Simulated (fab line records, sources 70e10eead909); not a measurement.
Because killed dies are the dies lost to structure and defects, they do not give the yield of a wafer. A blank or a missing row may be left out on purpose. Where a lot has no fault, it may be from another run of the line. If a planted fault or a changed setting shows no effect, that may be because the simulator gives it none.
The tool behind it: which one? ; flow nandHarc ; 36 wafers from 12 lots sampled at 4 of the route's 1302 steps

## WHAT THE GAUGES READ, wafer by wafer
NHARC_A_SLIT_OVL_MEAS_10.
lot;measured;on;overlayXNm (nm)
L076;day 20 11:22;overlay-01;-0.4 -0.1 -0.6
L077;day 20 22:52;overlay-02;1.4 1.2 1.4
L079;day 21 23:30;overlay-01;-1.5 -1.7 -1.2
L081;day 23 14:13;overlay-01;0.0 -0.2 -0.6
L082;day 23 20:35;overlay-02;0.1 -0.2 0.2
L086;day 24 08:30;overlay-01;0.8 1.1 1.0
L087;day 24 18:19;overlay-01;-1.4 -1.5 -0.8
L089;day 26 06:04;overlay-02;0.0 -0.5 -0.4
L090;day 26 22:13;overlay-02;-2.3 -2.1 -2.2
L093;day 28 08:26;overlay-02;-0.2 -0.4 0.1
L095;day 29 03:05;overlay-02;-0.1 -0.6 -0.7
L097;day 29 19:11;overlay-02;0.4 0.0 0.3

## WHAT TOOL EACH LOT RAN ON (gives the tool, then ch and the chambers of the sampled wafers, and finally the start)
lot;NHARC_A_STAIRCASE_STRIP_446;NHARC_A_SGD_CUT_ETCH_15;NHARC_A_SGD_CUT_STRIP_17
L076;plasmaAsher-02 ch 0,1, day 19 21:24;rieDiel-12 ch 1,2, day 20 11:22 or earlier;rieDiel-12 ch 0,1, day 20 11:22 or earlier
L077;plasmaAsher-01 ch 0,1, day 20 07:28;rieDiel-10 ch 0,1,3, day 20 22:52 or earlier;rieDiel-10 ch 0,2,3, day 20 22:52 or earlier
L079;plasmaAsher-02 ch 0,1, day 21 07:53;rieDiel-10 ch 0,1,3, day 21 23:30 or earlier;rieDiel-10 ch 1,2,3, day 21 23:30 or earlier
L081;plasmaAsher-02 ch 0,1, day 22 20:47;rieDiel-12 ch 0,2,3, day 23 14:13 or earlier;rieDiel-12 ch 0,2, day 23 14:13 or earlier
L082;plasmaAsher-02 ch 0,1, day 23 04:47;rieDiel-12 ch 2,3, day 23 20:35 or earlier;rieDiel-12 ch 1,2,3, day 23 20:35 or earlier
L086;plasmaAsher-01 ch 0,1, day 23 16:05;rieDiel-10 ch 1,2,3, day 24 08:30 or earlier;rieDiel-10 ch 1,2,3, day 24 08:30 or earlier
L087;plasmaAsher-01 ch 0,1, day 24 02:46;rieDiel-09 ch 0,2,3, day 24 18:19 or earlier;rieDiel-09 ch 0,1,3, day 24 18:19 or earlier
L089;plasmaAsher-02 ch 0,1, day 25 12:59;rieDiel-12 ch 0,1, day 26 06:04 or earlier;rieDiel-12 ch 0,2, day 26 06:04 or earlier
L090;plasmaAsher-02 ch 0,1, day 25 23:47;rieDiel-09 ch 0,2,3, day 26 22:13 or earlier;rieDiel-09 ch 0,1,3, day 26 22:13 or earlier
L093;plasmaAsher-01 ch 0,1, day 27 15:44;rieDiel-09 ch 1,2,3, day 28 08:26 or earlier;rieDiel-09 ch 0,1,2, day 28 08:26 or earlier
L095;plasmaAsher-01 ch 0,1, day 28 06:29;rieDiel-12 ch 0,1,2, day 29 03:05 or earlier;rieDiel-12 ch 0,2,3, day 29 03:05 or earlier
L097;plasmaAsher-02 ch 0,1, day 29 03:10;rieDiel-12 ch 0,1,2, day 29 19:11 or earlier;rieDiel-12 ch 0,1,2, day 29 19:11 or earlier
- NHARC_A_STAIRCASE_STRIP_446: strips in O2.
- NHARC_A_SGD_CUT_ETCH_15: etches the open film in CH3F/O2, target depth 75 nm, time 64.3 s.
- NHARC_A_SGD_CUT_STRIP_17: strips in O2.

## THE ANSWER, worked out from the rows above alone
Rule: usual is defined by the lots themselves. The widest of any qualifying gaps counts: lots, ordered by their means at a reading, are off when they make up no more than a third of the lots, leave a main group of 4 or more, and stand apart from it by 3 or more times the standard deviation of that group's means. The tables above print the reading to a certain number of digits; a main group whose means all agree to those digits is not used. Also off: a lot with no number at a reading for which 4 or more lots have one. The other lots that the step has rows for count as sound.
None of the lots is off at any reading shown; this tells nothing.

## WHAT HAD BEEN PUT IN BY THE SIMULATOR
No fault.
